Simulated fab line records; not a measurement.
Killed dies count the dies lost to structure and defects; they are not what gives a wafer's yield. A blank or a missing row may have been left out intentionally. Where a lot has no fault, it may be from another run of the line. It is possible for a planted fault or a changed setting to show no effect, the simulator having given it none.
Which of the tools did it? ; flow n5_finfet ; Sampling: 12 lots, 36 wafers, 2 of 1938 route steps

WHAT EACH GAUGE READ, for each wafer
N5_MOL_CONTACT_COAG_CD_MEAS_08 targets a cd of 28 nm.
lot;measured;on;cd_nm (nm)
L075;day 4 23:17;cd_sem-02;27.59 27.75 28.21
L077;day 5 09:19;cd_sem-01;27.65 28.00 28.04
L079;day 6 01:37;cd_sem-01;27.82 27.71 27.98
L081;day 6 08:44;cd_sem-03;28.05 27.69 28.16
L083;day 6 20:10;cd_sem-03;28.18 27.97 28.04
L085;day 7 12:22;cd_sem-03;28.06 27.58 28.12
L087;day 8 01:43;cd_sem-03;27.86 27.88 27.66
L089;day 8 08:32;cd_sem-02;27.92 27.45 27.46
L091;day 8 20:28;cd_sem-01;27.96 27.86 27.50
L093;day 9 10:34;cd_sem-03;28.00 28.14 27.92
L095;day 9 22:55;cd_sem-03;28.05 27.72 28.24
L097;day 10 12:56;cd_sem-02;28.16 27.58 28.10

WHAT TOOL EACH LOT RAN ON (gives the tool, then ch and the chambers of the sampled wafers, and finally the start)
lot;N5_GATE_CUT_CMP_43
L075;cmp-02 ch 0,1,3, day 4 22:18
L077;cmp-02 ch 0,1,3, day 5 08:23
L079;cmp-01 ch 0,1,3, day 6 00:37
L081;cmp-01 ch 1,3, day 6 07:41
L083;cmp-01 ch 1,2,3, day 6 19:07
L085;cmp-02 ch 0,2,3, day 7 11:28
L087;cmp-01 ch 1,2,3, day 8 00:52
L089;cmp-04 ch 0,2,3, day 8 07:32
L091;cmp-04 ch 1,2, day 8 19:32
L093;cmp-01 ch 0,3, day 9 09:34
L095;cmp-04 ch 0,1,2, day 9 21:54
L097;cmp-04 ch 0,1,3, day 10 11:58
- N5_GATE_CUT_CMP_43: polishes SiO2.

THE ANSWER, worked out from the rows above alone
Rule: usual is defined by the lots themselves. Put in order of their means at a reading, lots are off if they are a third of the lots or fewer, leave a main group of 4 or more, and stand apart from it by a gap of 3 or more times the standard deviation of the main group's means; of several such gaps the widest counts. If all means in a main group match to the digits the tables above print for the reading, that group is not used. A lot without any number at a reading at which 4 lots or more have one is off too. The other lots that the step has rows for count as sound.
None of the lots is off at any reading shown; this tells nothing.

WHAT THE SIMULATOR PUT IN
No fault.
